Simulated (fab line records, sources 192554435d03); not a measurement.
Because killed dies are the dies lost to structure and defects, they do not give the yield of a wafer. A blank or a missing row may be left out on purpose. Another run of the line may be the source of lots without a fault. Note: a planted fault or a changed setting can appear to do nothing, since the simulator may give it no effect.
Split-lot experiment    flow n5_finfet    21 wafers read from 7 lots, route of 1938 steps

## ON THE SPLIT
At N5_BEOL_M14_ETCH_68 (etches SOC in N2/H2, time 450 s), the setting time_s was moved away from the recipe's 450 s on 7 of the 21 wafers read, by -19.4% to +21.4%. The other wafers ran this setting at the recipe's value.

The reading comes from the split's own step.

## THE READING
SiARC_of_BEOL_M14_COAT_66.thk_nm (the simulator's own value, which no gauge read), in nm, at N5_BEOL_M14_ETCH_68 (etches SOC in N2/H2, time 450 s). The file gives no usual value for it. The 14 wafers here that ran the recipe average 64.8 nm, standard deviation 0.85 nm.

wafer   tool, chamber at the split  time_s as run, s  against the recipe  SiARC_of_BEOL_M14_COAT_66.thk_nm, nm  against lot-mates on the recipe
L076.3  rie_diel-03, 3,2            450               recipe              64.6                                  -
L076.5  rie_diel-03, 3,2            450               recipe              64.6                                  -
L076.6  rie_diel-03, 0              450               recipe              65                                    -
L079.2  rie_diel-05, 1              450               recipe              63.6                                  -
L079.5  rie_diel-05, 1              450               recipe              64.4                                  -
L079.6  rie_diel-05, 3              450               recipe              64.2                                  -
L078.1  rie_diel-03, 2              450               recipe              65.2                                  -
L078.3  rie_diel-03, 3              496.3             +10.3%              60.2                                  -5.0
L078.6  rie_diel-03, 2              496.3             +10.3%              59.4                                  -5.8
L080.1  rie_diel-03, 3,1            450               recipe              65                                    -
L080.4  rie_diel-03, 3,1            450               recipe              65                                    -
L080.3  rie_diel-03, 1              450               recipe              64.8                                  -
L083.3  rie_diel-01, 1              362.8             -19.4%              74.8                                  +8.4
L083.4  rie_diel-01, 2              362.8             -19.4%              72.4                                  +6.0
L083.6  rie_diel-01, 1              450               recipe              66.4                                  -
L085.3  rie_diel-01, 2              450               recipe              63                                    -
L085.5  rie_diel-01, 2              546.1             +21.4%              53.4                                  -10.6
L085.6  rie_diel-01, 3              450               recipe              65                                    -
L087.2  rie_diel-01, 0              450               recipe              66.2                                  -
L087.4  rie_diel-01, 3              506.2             +12.5%              59.4                                  -6.8
L087.5  rie_diel-01, 0              506.2             +12.5%              60.2                                  -6.0
Rows listing several chambers each stand for several wafers; the file does not say which wafer went through which chamber.

FIT RESULTS
A straight line over all 21 wafers: SiARC_of_BEOL_M14_COAT_66.thk_nm changes by -0.469 nm for each +1% of time_s; r = -0.98; the points scatter about the line by 0.95 nm.
The same after taking each lot's own level away (the mean of its wafers on the recipe; 21 wafers): -0.443 nm for each +1%; r = -0.98; scatter 0.78 nm.
The reading moves by 9.5 nm for the largest change in time_s, on that fit.
The span of the lots' own levels, 64.00 to 66.40 nm, comes to 2.8 times the standard deviation stated above.
The two slopes are in agreement: the lot-to-lot level therefore moves the slope only a little.
Check: -9.49 nm against its lot-mates is what the line predicts for one of the wafers moved furthest among these (+21.4%) when that wafer is left out of the fit. Against them it came out at -10.6 nm.

## THESE WAFERS: OTHER SPLITS
These wafers also went through other splits before the reading. Each is held against what the fit with the lots' levels taken away leaves over:
other split on the same wafers  wafers away from the commonest value  r with SiARC_of_BEOL_M14_COAT_66.thk_nm (lot level and that fit taken away)
N5_BEOL_M12_SPUTTER_44 power_w  5                                     -0.20
N5_BEOL_M13_COAT_22 spin_rpm    6                                     -0.08
N5_BEOL_M13_EXPOSE_25 dose_mj   5                                     +0.15

## THE FILE'S OWN FIT
SiARC_of_BEOL_M14_COAT_66.thk_nm changes by -0.459 nm for each +1% of time_s, r = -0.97.
